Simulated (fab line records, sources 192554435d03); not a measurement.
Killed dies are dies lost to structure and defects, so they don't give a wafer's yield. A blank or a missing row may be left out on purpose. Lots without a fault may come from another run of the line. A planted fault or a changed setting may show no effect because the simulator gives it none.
fab line records | flow n5_finfet
record lots=4 wafers=12 last_day=18
route steps=1938 shown BEOL_M4@1099 BEOL_M5@1112 BEOL_M8@1332 PASSIVATION@1936
lots that met no fault: from a run of the same line without faults
start_h: hours from the record's first day to the start of the lot's first wafer shown | wait_h: hours since the lot's step before | " the same as in the row above | L1.1+2: a row that stands for several wafers | - no value, or no start given | * or withheld: withheld | < > ~ a bound
route shown NAME@n: a module of which the file shows steps, and the number in the route of the first | usual: mean/standard deviation of fault-free wafers | same: alike in all rows | chamber/n: place in a boat | sites: the reading at each site | _std_site: their standard deviation | _edge_site: outer sites' mean less inner sites' | radius_mm: how far each site lies from the wafer's centre | mask NAME#n: copy n | behind: the tool/chamber that last shaped the wafer | hold: why the lot was held/for how many hours/how that ended | device: the transistor (n, p or np) that didn't switch | end of line: the same wafers' tests at the end of the route | a step without rows: its recipe alone | killed: dies lost to structure and defects at the first sort, not the wafer's yield | map: a wafer's dies, x killed, . not, _ none there
set.NAME: the setting as run; set.NAME@STEP: as run at that earlier step | model.NAME: the simulator's own value behind a step, which no gauge read
lots at some steps of the route; a table a step, a row a wafer
services: from which hour (start_h, from the record's first day; less than 0 if before it) a tool's chamber was out of use, for how many hours, and why
## steps
# step N5_BEOL_M4_ANNEAL_95
# recipe temp_c=400 time_s=240 ambient=vacuum
# step N5_BEOL_M4_SPUTTER_96
# recipe material=Cu target_thk_a=45 temp_c=-20 chamber_pressure_pa=0.07 power_w=withheld time_s=8.29
# step N5_BEOL_M4_ECD_50
# recipe material=Cu target_thk_a=3000
# step N5_BEOL_M4_ANNEAL_51
# recipe temp_c=225 time_s=90 ambient=N2
# step N5_BEOL_M4_CMP_52
# recipe stop_on=SiOC t_overpolish_s=6.8 down_force_psi=1 platen_rpm=50 clearing_platen_down_force_psi=1.5 clearing_platen_rpm=50 post_cmp_clean=cu_alkaline target_thk_nm=40 clearing_platen_pad_velocity_m_s=0.99484 pad_velocity_m_s=0.99484
# step N5_BEOL_M4_PRE_CLEAN_60
# recipe gas=NH3/H2 time_s=15 temp_c=* rf_power_w=300
# step N5_BEOL_M4_CO_CAP_55
# recipe material=Co target_thk_a=20 temp_c=200 precursor=CCTBA/H2 pressure_torr=30 time_s=102.1
# step N5_BEOL_M4_PRE_CLEAN_56
# recipe gas=NH3 time_s=15 temp_c=withheld rf_power_w=300
# step N5_BEOL_M4_DEP_57
# recipe material=SiCN target_thk_a=80 temp_c=withheld precursor=3MS/NH3 pressure_torr=3 rf_w=202 time_s=14
# step N5_BEOL_M4_RC_MEAS_101
# usual DIBL_N=35.8/1.5 DIBL_P=35.9/1.8 IOFF_N=0.152/0.025 IOFF_P=0.21/0.031 ION_N=672/11 ION_P=462/7.4 SS_N=71.5/0.52 SS_P=73.2/0.54 VT_N=250/3 VT_P=-250/3.3
# columns lot.wafer tool chamber start_h wait_h DIBL_N[mV/V] DIBL_P[mV/V] IOFF_N[nA/um] IOFF_P[nA/um] ION_N[uA/um] ION_P[uA/um] SS_N[mV/dec] SS_P[mV/dec] VT_N[mV] VT_P[mV]
L984.1 prober-02 0 215.61 0.0 38.0 38.8 0.173 0.22 679 455 71.7 73.2 249 -252
L984.4 " 0 " " 36.1 36.2 0.153 0.19 671 460 71.6 72.6 249 -252
L984.6 " 0 " " 35.3 34.8 0.124 0.16 658 453 71.0 72.3 256 -256
L997.1 prober-02 0 300.36 0.0 34.1 34.8 0.141 0.20 655 454 71.6 73.6 250 -249
L997.4 " 0 " " 35.3 36.5 0.157 0.22 672 467 71.7 73.4 248 -248
L997.5 " 0 " " 37.5 39.3 0.206 0.28 681 471 71.9 74.0 247 -246
L998.2 prober-01 0 303.50 0.2 34.3 33.5 0.120 0.19 653 455 70.4 72.2 256 -250
L998.3 " 0 " " 38.3 38.4 0.200 0.28 685 470 71.4 72.8 249 -244
L998.5 " 0 " " 33.3 32.8 0.114 0.18 656 455 70.2 72.3 252 -251
L999.3 prober-02 0 321.31 0.3 33.7 33.5 0.125 0.17 660 456 71.3 72.7 253 -253
L999.5 " 0 " " 36.9 36.4 0.165 0.21 670 455 72.2 72.7 251 -251
L999.6 " 0 " " 32.6 32.1 0.106 0.16 652 455 71.2 72.3 255 -255
# step N5_BEOL_M5_ILD_DEP_00
# recipe material=SiCOH_lowk target_thk_a=1406.4 temp_c=300 precursor=DEMS/porogen pressure_torr=5 rf_w=500 time_s=25.9
# step N5_BEOL_M5_CURE_79
# recipe temp_c=385 time_s=240 ambient=He/Ar material=SiCOH_lowk
# step N5_BEOL_M5_PECVD_70
# recipe material=SiO2 target_thk_a=160 temp_c=400 precursor=TEOS/O2 pressure_torr=5.5 rf_w=450 teos_flow_sccm=53.8 gas=O2 flow_sccm=3000 time_s=18
# step N5_BEOL_M5_HM_DEP_02
# recipe material=TiN target_thk_a=200 temp_c=25 chamber_pressure_pa=0.49996
# step N5_BEOL_M5_COAT_59
# recipe resist=SOC temp_c=250 time_s=60 spin_rpm=1500 resist_thk_nm=60
# step N5_BEOL_M5_COAT_60
# recipe resist=SiARC temp_c=220 time_s=60 spin_rpm=1500 resist_thk_nm=12
# step N5_BEOL_M5_COAT_71
# recipe resist=underlayer temp_c=205 time_s=60 spin_rpm=1500 resist_thk_nm=5
# step N5_BEOL_M5_COAT_05
# recipe resist=CAR-EUV spin_rpm=1500 resist_thk_nm=30
# step N5_BEOL_M5_EBR_07
# recipe solvent=PGMEA ebr_width_mm=1.5
# step N5_BEOL_M5_SOFTBAKE_06
# recipe temp_c=110 time_s=60 resist=CAR-EUV
# step N5_BEOL_M5_EXPOSE_08
# recipe mask_id=M5 na=0.33 source_shape=annular sigma_inner=0.4 sigma_outer=0.8 polarization=unpolarized target_cd_nm=28 dose_mj=35.75
# step N5_BEOL_M5_PEB_09
# recipe peb_temp_c=100 peb_time_s=60 resist=CAR-EUV
# step N5_BEOL_M5_DEVELOP_10
# recipe develop_time_s=30 developer=TMAH resist=CAR-EUV rinse_liquid=surfactant_rinse dry=air_spin dev_temp_c=23
# step N5_BEOL_M5_DESCUM_16
# recipe chemistry=O2 time_s=7 source_power_w=50 bias_power_w=20 pressure_mtorr=20 rf_frequency_hz=2.712e+07 temp_c=40 resist=CAR-EUV o2_flow_sccm=225
# step N5_BEOL_M5_ETCH_72
# recipe chemistry=N2/H2 target=underlayer target_depth_a=65 mask_material=CAR-EUV time_s=5.2 ion_energy_ev=200 pressure_mtorr=30 source_w=840 bias_w=150 n2_flow_sccm=200 h2_flow_sccm=200 ends=cleared
# step N5_BEOL_M5_ETCH_61
# recipe chemistry=CF4 target=SiARC target_depth_a=156 mask_material=CAR-EUV time_s=26 ion_energy_ev=80 pressure_mtorr=40 source_w=545 bias_w=36 Ar_flow_sccm=100 cf4_flow_sccm=100 ends=cleared
# step N5_BEOL_M5_ETCH_62
# recipe chemistry=N2/H2 target=SOC target_depth_a=750 overetch_a=150 mask_material=SiARC temp_c=40 time_s=112.5 ion_energy_ev=200 pressure_mtorr=30 source_w=840 bias_w=150 n2_flow_sccm=200 h2_flow_sccm=200
# step N5_BEOL_M5_STRIP_63
# recipe chemistry=N2/H2 temp_c=40 n2_flow_sccm=200 h2_flow_sccm=200 rf_frequency_hz=6e+07
# step N5_BEOL_M5_STRIP_73
# recipe chemistry=N2/H2 temp_c=40 n2_flow_sccm=200 h2_flow_sccm=200 rf_frequency_hz=6e+07
# step N5_BEOL_M5_STRIP_64
# recipe chemistry=CF4 resist=SiARC power_w=300 bias_power_w=75 pressure_mtorr=50 cf4_flow_sccm=150 rf_frequency_hz=6e+07
# step N5_BEOL_M5_HM_OPEN_17
# recipe chemistry=Cl2/BCl3 target_depth_a=200 overetch_a=60 target=TiN mask_material=SOC ion_energy_ev=150 pressure_mtorr=10 icp_w=1000 bias_w=126 Cl2_flow_sccm=53.25 bcl3_flow_sccm=21.75 Ar_flow_sccm=25
# step N5_BEOL_M5_STRIP_19
# recipe chemistry=O2 power_w=400 temp_c=40 pressure_mtorr=30 rf_frequency_hz=6e+07 bias_power_w=0 overash_fraction=0.2 o2_flow_sccm=225
# step N5_BEOL_M5_COAT_65
# recipe resist=SOC temp_c=250 time_s=60 spin_rpm=1500 resist_thk_nm=60
# step N5_BEOL_M5_COAT_66
# recipe resist=SiARC temp_c=220 time_s=60 spin_rpm=1500 resist_thk_nm=12
# step N5_BEOL_M8_ILD_DEP_00
# recipe material=SiCOH_lowk target_thk_a=1797.5 temp_c=300 precursor=DEMS/porogen pressure_torr=5 rf_w=500 time_s=33.4
# usual heater_power_w=305/38 showerhead_plenum_p_Torr=5.745/0.016 throttle_valve_pct=14.0/0.78
# columns lot.wafer tool chamber start_h wait_h heater_power_w showerhead_plenum_p_Torr throttle_valve_pct model.SiCOH_lowk_of_BEOL_M8_ILD_DEP_00.thk_nm
L984.1 pecvd-04 1 246.88 0.0 324 5.733 13.5 178.8
L984.4 " 0 " " 337 5.743 13.4 179.2
L984.6 " 2 " " 262 5.714 14.5 179.8
L997.1 pecvd-04 2 326.07 0.0 200 5.717 14.5 304
L997.4 " 0 " " 365 5.758 13.4 179.6
L997.5 " 1 " " 307 5.745 13.5 313.4
L998.2 pecvd-04 2 331.47 0.0 254 5.724 14.8 304
L998.3 " 1 " " 310 5.724 13.5 180.4
L998.5 " 2 " " 256 5.729 14.9 308
L999.3 pecvd-01 0 352.56 0.0 359 5.766 13.6 180
L999.5 " 1 " " 281 5.750 15.5 184
L999.6 " 0 " " 347 5.756 13.7 180
# step N5_BEOL_M8_THK_MEAS_01
# recipe reads=SiCOH_lowk_of_BEOL_M8_ILD_DEP_00
# usual M8_ILD_THK=154.4/2.2
# columns lot.wafer tool chamber start_h wait_h M8_ILD_THK[nm]
L984.1 film_metro-01 - 247.46 0.4 154.0
L984.4 " - " " 154.6
L984.6 " - " " 155.0
L997.1 film_metro-01 - 326.65 0.4 264.0
L997.4 " - " " 155.0
L997.5 " - " " 272.4
L998.2 film_metro-02 - 332.05 0.4 263.8
L998.3 " - " " 155.7
L998.5 " - " " 267.6
L999.3 film_metro-02 - 353.61 0.5 155.3
L999.5 " - " " 158.9
L999.6 " - " " 155.3
# step N5_BEOL_M8_CMP_52
# recipe stop_on=SiCOH_lowk t_overpolish_s=6.9 down_force_psi=1 platen_rpm=50 clearing_platen_down_force_psi=1.5 clearing_platen_rpm=50 post_cmp_clean=cu_alkaline target_thk_nm=80 clearing_platen_pad_velocity_m_s=0.99484 pad_velocity_m_s=0.99484
# usual motor_current_A=5.9/0.74
# columns lot.wafer tool chamber start_h wait_h motor_current_A model.SiCOH_lowk_of_BEOL_M8_ILD_DEP_00.thk_nm
L984.4 cmp-02 0 258.38 0.1 5.7 151.6
L984.1 " 3 " " 6.8 151.2
L984.6 " 1 " " 5.2 152
L997.1 cmp-03 1 335.10 0.3 7.2 261
L997.4 " 0 " " 4.8 151.8
L997.5 " 2 " " 6.1 269.4
L998.2 cmp-01 0 338.64 0.2 6.1 261
L998.3 " 2 " " 5.5 152.6
L998.5 " 0 " " 6.5 264.6
L999.3 cmp-03 0 361.85 0.2 5.4 152.2
L999.6 " 2 " " 6.3 152.4
L999.5 " 3 " " 5.3 155.6
# step N5_PASSIVATION_PROBE_49
# usual defect_limited_yield=91.7/1.7 killed_at_M0_to_M3=34/10 killed_at_M4_up=13/5.1 killed_at_contacts=12/6.2 killed_at_front_end=36/12 killed_at_other=3.2/2.6 killed_dies=98/20 killed_on_rim=13/4.5 killed_open=65/13 killed_short=32/8.4 sort_bin_5_function=4.8/1.1 sort_bin_6_memory=3.2/0.74 sort_bin_8_speed=0.00/0.012 sort_n_pass=1082/20 sort_yield_pct=91.7/1.7
# same gross_dies=1180 killed_at_back_side=0 sort_bin_4_leakage[%]=0
# columns lot.wafer tool chamber start_h wait_h defect_limited_yield[%] killed_at_M0_to_M3 killed_at_M4_up killed_at_contacts killed_at_front_end killed_at_other killed_dies killed_on_rim killed_open killed_short sort_bin_5_function[%] sort_bin_6_memory[%] sort_bin_8_speed[%] sort_n_pass sort_yield_pct[%]
L984.1 prober-01 - 319.96 0.0 92.0 26 12 7 47 2 94 14 64 30 3.7 4.2 0 1086 92.0
L984.4 prober-01 - 320.11 0.2 91.3 34 11 7 50 1 103 12 69 34 5.1 3.4 0 1077 91.3
L984.6 prober-01 - 320.21 0.3 92.5 29 8 6 44 2 89 10 61 28 4.6 2.7 0 1091 92.5
L997.1 prober-02 - 395.40 0.0 0 43 1112 5 20 0 1180 152 54 26 96.9 2.8 0 0 0
L997.4 prober-02 - 395.55 0.2 92.6 29 12 16 30 0 87 8 58 28 4.7 2.5 0 1093 92.6
L997.5 prober-02 - 395.60 0.2 0 32 1083 20 41 4 1180 152 77 43 96.1 3.6 0 0 0
L998.2 prober-02 - 412.97 0.1 0 34 1116 8 20 2 1180 152 58 24 97.1 2.3 0 0 0
L998.3 prober-02 - 413.02 0.1 91.3 27 19 10 45 2 103 22 66 36 6.0 2.5 0 1077 91.3
L998.5 prober-02 - 413.12 0.2 0 33 1097 10 35 5 1180 152 56 32 96.8 3.0 0 0 0
# killed by level:class
L984.1 FIN_SAQP:geometric_particle:open=15 BEOL_M4:geometric_particle:open=9 FIN_SAQP:geometric_particle:short=7 BEOL_M2:geometric_particle:open=7 STI_FIN_REVEAL:geometric_particle:open=6 DUMMY_GATE:geometric_particle:open=6 BEOL_M1:geometric_particle:open=6 BEOL_M3:geometric_particle:open=5
L984.4 BEOL_M1:geometric_particle:open=13 FIN_SAQP:geometric_particle:open=12 FIN_SAQP:geometric_particle:short=12 BEOL_M2:geometric_particle:open=8 MOL_CONTACT_COAG:geometric_particle:open=7 BEOL_M4:geometric_particle:open=7 STI_FIN_REVEAL:geometric_particle:open=6 BEOL_M0_SAQP:geometric_particle:short=6
L984.6 STI_FIN_REVEAL:geometric_particle:open=10 BEOL_M3:geometric_particle:open=10 FIN_SAQP:geometric_particle:short=9 BEOL_M1:geometric_particle:open=9 FIN_SAQP:geometric_particle:open=8 MOL_CONTACT_COAG:geometric_particle:open=6 BEOL_M2:geometric_particle:open=4 SPACER0:geometric_particle:short=3
L997.1 BEOL_M8:area_etch=1100 BEOL_M2:geometric_particle:open=10 BEOL_M0_SAQP:geometric_particle:short=8 BEOL_M0_SAQP:geometric_particle:open=7 BEOL_M1:geometric_particle:open=5 BEOL_M3:geometric_particle:open=5 ILD0:geometric_particle:open=4 BEOL_M4:geometric_particle:open=4
L997.4 MOL_CONTACT_COAG:geometric_particle:open=13 FIN_SAQP:geometric_particle:open=8 BEOL_M3:geometric_particle:open=7 FIN_SAQP:geometric_particle:short=6 BEOL_M2:geometric_particle:open=6 BEOL_M1:geometric_particle:open=4 BEOL_M3:geometric_particle:short=4 BEOL_M0_SAQP:geometric_particle:short=3
L997.5 BEOL_M8:area_etch=1059 MOL_CONTACT_COAG:geometric_particle:open=15 BEOL_M4:geometric_particle:open=11 FIN_SAQP:geometric_particle:short=10 BEOL_M0_SAQP:geometric_particle:open=9 FIN_SAQP:geometric_particle:open=7 BEOL_M0_SAQP:geometric_particle:short=7 STI_FIN_REVEAL:geometric_particle:open=6
L998.2 BEOL_M8:area_etch=1098 BEOL_M0_SAQP:geometric_particle:open=8 MOL_CONTACT_COAG:geometric_particle:open=7 BEOL_M2:geometric_particle:open=6 BEOL_M1:geometric_particle:open=6 FIN_SAQP:geometric_particle:open=5 BEOL_M0_SAQP:geometric_particle:short=5 STI_FIN_REVEAL:geometric_particle:open=4
L998.3 FIN_SAQP:geometric_particle:short=8 STI_FIN_REVEAL:geometric_particle:open=8 MOL_CONTACT_COAG:geometric_particle:open=8 BEOL_M0_SAQP:geometric_particle:short=8 BEOL_M4:geometric_particle:open=6 FIN_SAQP:geometric_particle:open=5 DUMMY_GATE:geometric_particle:open=5 BEOL_M3:geometric_particle:open=5
L998.5 BEOL_M8:area_etch=1087 BEOL_M0_SAQP:geometric_particle:short=9 FIN_SAQP:geometric_particle:open=8 MOL_CONTACT_COAG:geometric_particle:open=8 BEOL_M1:geometric_particle:short=6 FIN_SAQP:geometric_particle:short=5 DUMMY_GATE:geometric_particle:open=4 BEOL_M1:geometric_particle:open=4
# map L997.1 (x killed, . not)
_________________xxxxxxxxxxxx________________
______________xxxxxxxxxxxxxxxxxx_____________
___________xxxxxxxxxxxxxxxxxxxxxxxx__________
__________xxxxxxxxxxxxxxxxxxxxxxxxxx_________
________xxxxxxxxxxxxxxxxxxxxxxxxxxxxxx_______
_______xxxxxxxxxxxxxxxxxxxxxxxxxxxxxxxx______
______xxxxxxxxxxxxxxxxxxxxxxxxxxxxxxxxxx_____
_____xxxxxxxxxxxxxxxxxxxxxxxxxxxxxxxxxxxx____
____xxxxxxxxxxxxxxxxxxxxxxxxxxxxxxxxxxxxxx___
___xxxxxxxxxxxxxxxxxxxxxxxxxxxxxxxxxxxxxxxx__
___xxxxxxxxxxxxxxxxxxxxxxxxxxxxxxxxxxxxxxxx__
__xxxxxxxxxxxxxxxxxxxxxxxxxxxxxxxxxxxxxxxxxx_
__xxxxxxxxxxxxxxxxxxxxxxxxxxxxxxxxxxxxxxxxxx_
_xxxxxxxxxxxxxxxxxxxxxxxxxxxxxxxxxxxxxxxxxxxx
_xxxxxxxxxxxxxxxxxxxxxxxxxxxxxxxxxxxxxxxxxxxx
_xxxxxxxxxxxxxxxxxxxxxxxxxxxxxxxxxxxxxxxxxxxx
_xxxxxxxxxxxxxxxxxxxxxxxxxxxxxxxxxxxxxxxxxxxx
_xxxxxxxxxxxxxxxxxxxxxxxxxxxxxxxxxxxxxxxxxxxx
_xxxxxxxxxxxxxxxxxxxxxxxxxxxxxxxxxxxxxxxxxxxx
_xxxxxxxxxxxxxxxxxxxxxxxxxxxxxxxxxxxxxxxxxxxx
_xxxxxxxxxxxxxxxxxxxxxxxxxxxxxxxxxxxxxxxxxxxx
__xxxxxxxxxxxxxxxxxxxxxxxxxxxxxxxxxxxxxxxxxx_
__xxxxxxxxxxxxxxxxxxxxxxxxxxxxxxxxxxxxxxxxxx_
___xxxxxxxxxxxxxxxxxxxxxxxxxxxxxxxxxxxxxxxx__
___xxxxxxxxxxxxxxxxxxxxxxxxxxxxxxxxxxxxxxxx__
____xxxxxxxxxxxxxxxxxxxxxxxxxxxxxxxxxxxxxx___
_____xxxxxxxxxxxxxxxxxxxxxxxxxxxxxxxxxxxx____
______xxxxxxxxxxxxxxxxxxxxxxxxxxxxxxxxxx_____
_______xxxxxxxxxxxxxxxxxxxxxxxxxxxxxxxx______
________xxxxxxxxxxxxxxxxxxxxxxxxxxxxxx_______
__________xxxxxxxxxxxxxxxxxxxxxxxxxx_________
___________xxxxxxxxxxxxxxxxxxxxxxxx__________
______________xxxxxxxxxxxxxxxxxx_____________
_________________xxxxxxxxxxxx________________
# map L998.2 (x killed, . not)
_________________xxxxxxxxxxxx________________
______________xxxxxxxxxxxxxxxxxx_____________
___________xxxxxxxxxxxxxxxxxxxxxxxx__________
__________xxxxxxxxxxxxxxxxxxxxxxxxxx_________
________xxxxxxxxxxxxxxxxxxxxxxxxxxxxxx_______
_______xxxxxxxxxxxxxxxxxxxxxxxxxxxxxxxx______
______xxxxxxxxxxxxxxxxxxxxxxxxxxxxxxxxxx_____
_____xxxxxxxxxxxxxxxxxxxxxxxxxxxxxxxxxxxx____
____xxxxxxxxxxxxxxxxxxxxxxxxxxxxxxxxxxxxxx___
___xxxxxxxxxxxxxxxxxxxxxxxxxxxxxxxxxxxxxxxx__
___xxxxxxxxxxxxxxxxxxxxxxxxxxxxxxxxxxxxxxxx__
__xxxxxxxxxxxxxxxxxxxxxxxxxxxxxxxxxxxxxxxxxx_
__xxxxxxxxxxxxxxxxxxxxxxxxxxxxxxxxxxxxxxxxxx_
_xxxxxxxxxxxxxxxxxxxxxxxxxxxxxxxxxxxxxxxxxxxx
_xxxxxxxxxxxxxxxxxxxxxxxxxxxxxxxxxxxxxxxxxxxx
_xxxxxxxxxxxxxxxxxxxxxxxxxxxxxxxxxxxxxxxxxxxx
_xxxxxxxxxxxxxxxxxxxxxxxxxxxxxxxxxxxxxxxxxxxx
_xxxxxxxxxxxxxxxxxxxxxxxxxxxxxxxxxxxxxxxxxxxx
_xxxxxxxxxxxxxxxxxxxxxxxxxxxxxxxxxxxxxxxxxxxx
_xxxxxxxxxxxxxxxxxxxxxxxxxxxxxxxxxxxxxxxxxxxx
_xxxxxxxxxxxxxxxxxxxxxxxxxxxxxxxxxxxxxxxxxxxx
__xxxxxxxxxxxxxxxxxxxxxxxxxxxxxxxxxxxxxxxxxx_
__xxxxxxxxxxxxxxxxxxxxxxxxxxxxxxxxxxxxxxxxxx_
___xxxxxxxxxxxxxxxxxxxxxxxxxxxxxxxxxxxxxxxx__
___xxxxxxxxxxxxxxxxxxxxxxxxxxxxxxxxxxxxxxxx__
____xxxxxxxxxxxxxxxxxxxxxxxxxxxxxxxxxxxxxx___
_____xxxxxxxxxxxxxxxxxxxxxxxxxxxxxxxxxxxx____
______xxxxxxxxxxxxxxxxxxxxxxxxxxxxxxxxxx_____
_______xxxxxxxxxxxxxxxxxxxxxxxxxxxxxxxx______
________xxxxxxxxxxxxxxxxxxxxxxxxxxxxxx_______
__________xxxxxxxxxxxxxxxxxxxxxxxxxx_________
___________xxxxxxxxxxxxxxxxxxxxxxxx__________
______________xxxxxxxxxxxxxxxxxx_____________
_________________xxxxxxxxxxxx________________
## services
# columns tool chamber start_h hours kind
cmp-02 - 223.08 0.3 repair
cmp-01 - 228.63 4.0 pm
cmp-01 - 232.63 - consumable_replace:conditioner
cmp-01 - 232.63 - consumable_replace:pad
cmp-01 - 249.01 5.0 pm
pecvd-04 - 252.22 14.6 pm
cmp-01 - 258.07 4.0 repair
cmp-03 - 310.81 1.6 repair
cmp-02 - 311.44 6.1 pm
cmp-03 - 316.38 4.0 pm
cmp-03 - 320.38 - consumable_replace:conditioner
cmp-03 - 320.38 - consumable_replace:pad
pecvd-01 - 329.86 1.7 repair
cmp-02 - 333.42 0.7 repair
cmp-02 - 335.14 4.6 repair
pecvd-01 0 340.59 5.5 scheduled_down
pecvd-04 1 341.19 4.1 repair
cmp-03 - 343.22 4.0 pm
## key
first_sign step=N5_BEOL_M8_THK_MEAS_01 reading=M8_ILD_THK direction=up sigmas=51 usual=154.4 struck=267.0
effect step=N5_PASSIVATION_PROBE_49 reading=killed_at_M4_up direction=up sigmas=99+ usual=13 struck=1102
model_effect step=N5_BEOL_M8_ILD_DEP_00 value=SiCOH_lowk_of_BEOL_M8_ILD_DEP_00.thk_nm without=176.8 struck=307.4
model_effect step=N5_BEOL_M8_CMP_52 value=SiCOH_lowk_of_BEOL_M8_ILD_DEP_00.thk_nm without=149.4 struck=264
more_kills_born_at N5_BEOL_M8_ETCH_41@rie_diel-03=2185 N5_BEOL_M8_ETCH_41@rie_diel-02=2159
met_at N5_BEOL_M8_ILD_DEP_00
struck_wafers L997.1,L997.5,L998.2,L998.5
later_rows_left_out L997.1,L997.5,L998.2,L998.5
onset_between 246.88 326.07
fault kind=process_parameter_drift tool=pecvd-04 chamber=- onset_h=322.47 steps=N5_BEOL_M8_ILD_DEP_00 channel=time_s offset=* shape=step end_h=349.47 scope=struck_wafers_only acts_in=* stated=*
# later_rows_left_out: the simulator's readings of these wafers behind a module that went badly wrong aren't trusted and aren't shown, but for the sort
